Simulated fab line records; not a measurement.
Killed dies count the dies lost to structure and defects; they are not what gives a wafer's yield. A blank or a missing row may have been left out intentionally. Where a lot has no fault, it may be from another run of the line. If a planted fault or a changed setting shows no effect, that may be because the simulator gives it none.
Lot-split experiment | flow n5 finfet | on a route of 1938 steps: 7 lots, 39 wafers read

## THE SPLIT ITSELF
At N5_SD_EPI_P_EPI_21 (deposits SiGe:B, time 355 s), the setting epi growth time s was moved away from the recipe's 355 s on 18 of the 39 wafers read, by -57.9% to +25.0%. For the rest of the wafers, this setting stayed at what the recipe calls for.

The reading is taken at the split's own step.

## THE READING
SiGe-B_of_SD_EPI_P_EPI_21.thk nm (the simulator's own value, which no gauge read), in nm, at N5_SD_EPI_P_EPI_21 (deposits SiGe:B, time 355 s). The file gives no usual value for it. Here, 21 wafers ran the recipe; their average is 60.9 nm with a standard deviation of 0.68 nm.

wafer  | tool, chamber at the split | epi growth time s as run, s | against the recipe | SiGe-B_of_SD_EPI_P_EPI_21.thk nm, nm | against lot-mates on the recipe
L074.1 | epi rpcvd-02, 0            | 355                         | recipe             | 60.4                                 | -
L074.2 | epi rpcvd-02, 0            | 355                         | recipe             | 59.8                                 | -
L074.5 | epi rpcvd-02, 0            | 355                         | recipe             | 59.8                                 | -
L074.3 | epi rpcvd-02, 0            | 204.3                       | -42.5%             | 37.8                                 | -22.2
L074.4 | epi rpcvd-02, 0            | 204.3                       | -42.5%             | 37.4                                 | -22.6
L074.6 | epi rpcvd-02, 0            | 204.3                       | -42.5%             | 37.4                                 | -22.6
L076.1 | epi rpcvd-02, 0            | 355                         | recipe             | 60.8                                 | -
L076.6 | epi rpcvd-02, 0            | 355                         | recipe             | 60.8                                 | -
L076.2 | epi rpcvd-02, 0            | 149.5                       | -57.9%             | 28                                   | -32.9
L076.3 | epi rpcvd-02, 0            | 149.5                       | -57.9%             | 28.2                                 | -32.7
L076.4 | epi rpcvd-02, 0            | 149.5                       | -57.9%             | 27.4                                 | -33.5
L076.5 | epi rpcvd-02, 0            | 355                         | recipe             | 61.2                                 | -
L081.2 | epi rpcvd-02, 0            | 355                         | recipe             | 61.2                                 | -
L081.4 | epi rpcvd-02, 0            | 355                         | recipe             | 62                                   | -
L081.6 | epi rpcvd-02, 0            | 355                         | recipe             | 62.2                                 | -
L084.1 | epi rpcvd-04, 0            | 443.8                       | +25.0%             | 71.8                                 | +10.1
L084.2 | epi rpcvd-04, 0            | 355                         | recipe             | 62.2                                 | -
L084.3 | epi rpcvd-04, 0            | 443.8                       | +25.0%             | 72                                   | +10.3
L084.4 | epi rpcvd-04, 0            | 355                         | recipe             | 61.4                                 | -
L084.6 | epi rpcvd-04, 0            | 355                         | recipe             | 61.4                                 | -
L084.5 | epi rpcvd-04, 0            | 443.8                       | +25.0%             | 72.2                                 | +10.5
L088.1 | epi rpcvd-02, 0            | 355                         | recipe             | 60.8                                 | -
L088.2 | epi rpcvd-02, 0            | 355                         | recipe             | 60.6                                 | -
L088.3 | epi rpcvd-02, 0            | 355                         | recipe             | 61                                   | -
L088.4 | epi rpcvd-02, 0            | 424.4                       | +19.5%             | 68.8                                 | +8.0
L088.5 | epi rpcvd-02, 0            | 424.4                       | +19.5%             | 69.2                                 | +8.4
L088.6 | epi rpcvd-02, 0            | 424.4                       | +19.5%             | 69.2                                 | +8.4
L093.1 | epi rpcvd-01, 0            | 355                         | recipe             | 61                                   | -
L093.5 | epi rpcvd-01, 0            | 355                         | recipe             | 61                                   | -
L093.2 | epi rpcvd-01, 0            | 355                         | recipe             | 60.8                                 | -
L093.3 | epi rpcvd-01, 0            | 234.8                       | -33.9%             | 43.8                                 | -17.1
L093.4 | epi rpcvd-01, 0            | 234.8                       | -33.9%             | 43.8                                 | -17.1
L093.6 | epi rpcvd-01, 0            | 234.8                       | -33.9%             | 43.8                                 | -17.1
L097.1 | epi rpcvd-01, 0            | 275                         | -22.5%             | 50.8                                 | -9.4
L097.6 | epi rpcvd-01, 0            | 275                         | -22.5%             | 50.8                                 | -9.4
L097.2 | epi rpcvd-01, 0            | 355                         | recipe             | 60.4                                 | -
L097.4 | epi rpcvd-01, 0            | 355                         | recipe             | 60.4                                 | -
L097.3 | epi rpcvd-01, 0            | 355                         | recipe             | 59.8                                 | -
L097.5 | epi rpcvd-01, 0            | 275                         | -22.5%             | 50.2                                 | -10.0

FIT RESULTS
A straight line over all 39 wafers: SiGe-B_of_SD_EPI_P_EPI_21.thk nm changes by +0.525 nm for each +1% of epi growth time s; r = +0.99; the points scatter about the line by 1.3 nm.
The same after taking each lot's own level away (the mean of its wafers on the recipe; 39 wafers): +0.516 nm for each +1%; r = +0.99; scatter 1.4 nm.
Per that fit: largest epi growth time s move, reading shift of 30 nm.
From 60.00 to 61.80 nm: that is the span of the lots' own levels, equal to 2.6 times the standard deviation above.
Hence the lot-to-lot level has little effect on the slope; both slopes agree.
Check: with one of the wafers moved furthest among these (-57.9%) left out of the fit, the line predicts -29.9 nm for it against its lot-mates. It came out at -32.9 nm against them.

## ADDITIONAL SPLITS CARRIED BY THESE WAFERS
These wafers also went through other splits before the reading. Each is held against what the fit with the lots' levels taken away leaves over:
other split on the same wafers     | wafers away from the commonest value | r with SiGe-B_of_SD_EPI_P_EPI_21.thk nm (lot level and that fit taken away)
N5_FIN_SAQP_HM_DEP_72 time s       | 12                                   | +0.27
N5_SD_EPI_N_ETCH_45 target depth a | 18                                   | +0.48

## THE WHOLE CHAIN: every reading that the file lists as answering this split, in the file's order
step                    | what it does                | reading                                                                           | change (the file's fit)               | r (the file's)
N5_SD_EPI_P_EPI_21      | deposits SiGe:B, time 355 s | SiGe-B_of_SD_EPI_P_EPI_21.thk nm (the simulator's own value, which no gauge read) | +0.523 nm for each +1% of the setting | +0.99
N5_SD_EPI_P_EPI_MEAS_23 |                             | thk nm                                                                            | withheld for each +1% of the setting  | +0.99

## FILE'S OWN FIT
SiGe-B_of_SD_EPI_P_EPI_21.thk nm changes by +0.523 nm for each +1% of epi growth time s, r = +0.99.
